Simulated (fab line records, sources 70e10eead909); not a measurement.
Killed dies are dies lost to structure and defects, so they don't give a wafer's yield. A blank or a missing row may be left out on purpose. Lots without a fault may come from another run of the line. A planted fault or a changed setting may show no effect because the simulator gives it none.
Which tool did it? | flow nand_harc | 6 lots, 18 wafers sampled, at 3 steps of a route of 1302

WHAT THE GAUGES READ, wafer by wafer
NHARC_P_GATE_CD_MEAS_26: target cd 120 nm.
lot  | measured     | on        | cd_nm (nm)
L135 | day 6 11:40  | cd_sem-03 | 119.7 119.7 120.2
L138 | day 7 12:19  | cd_sem-01 | 103.8 103.5 103.1
L144 | day 10 02:06 | cd_sem-01 | 119.8 120.4 119.5
L149 | day 12 04:10 | cd_sem-02 | 119.6 119.3 119.3
L151 | day 12 23:01 | cd_sem-02 | 120.3 119.3 119.2
L154 | day 14 06:09 | cd_sem-02 | 119.1 119.1 119.8

WHICH TOOL RAN EACH LOT (tool, then ch and the chambers of the sampled wafers, then the start)
lot  | NHARC_P_STI_ETCH_31                           | NHARC_P_GATE_EXPOSE_23
L135 | rie_diel-06 ch 0,1,3, day 6 11:31 or earlier  | arfi_scanner-01 ch 0, day 6 11:31
L138 | rie_diel-06 ch 1,2,3, day 7 12:10 or earlier  | arfi_scanner-02 ch 0, day 7 12:10
L144 | rie_diel-12 ch 0,2,3, day 10 01:58 or earlier | arfi_scanner-03 ch 0, day 10 01:58
L149 | rie_diel-12 ch 0,1, day 12 04:02 or earlier   | arfi_scanner-01 ch 0, day 12 04:02
L151 | rie_diel-12 ch 0,1,2, day 12 22:53 or earlier | arfi_scanner-03 ch 0, day 12 22:53
L154 | rie_diel-06 ch 1,2, day 14 06:01 or earlier   | arfi_scanner-02 ch 0, day 14 06:01
- NHARC_P_STI_ETCH_31: etches the open film in CF4/CHF3, target depth 108.9 nm, time 54.5 s.
- NHARC_P_GATE_EXPOSE_23: exposes mask P GATE, target cd 120 nm.

THE ANSWER, worked out from the rows above alone
Rule: what is usual is taken from the lots themselves. Put in order of their means at a reading, lots are off if they are a third of the lots or fewer, leave a main group of 4 or more, and stand apart from it by a gap of 3 or more times the standard deviation of the main group's means; of several such gaps the widest counts. A main group whose means are all the same, to the digits that the tables above print for the reading, isn't used. A lot without any number at a reading at which 4 lots or more have one is off too. The other lots that the step has rows for count as sound.
Off: L138, at NHARC_P_GATE_CD_MEAS_26 (cd_nm). The main group: mean 119.6 nm, standard deviation 0.23.
A tool fits if, at a process step before that reading, it ran every lot that is off, and no sound lot after the first of them. The gauges at NHARC_P_GATE_CD_MEAS_26 are tried like those tools. NHARC_P_STI_ETCH_31 gives no start for some lots, so the hours and the order of its lots are those of NHARC_P_GATE_EXPOSE_23. None of those tried fits.

WHAT THE SIMULATOR HAD PUT IN
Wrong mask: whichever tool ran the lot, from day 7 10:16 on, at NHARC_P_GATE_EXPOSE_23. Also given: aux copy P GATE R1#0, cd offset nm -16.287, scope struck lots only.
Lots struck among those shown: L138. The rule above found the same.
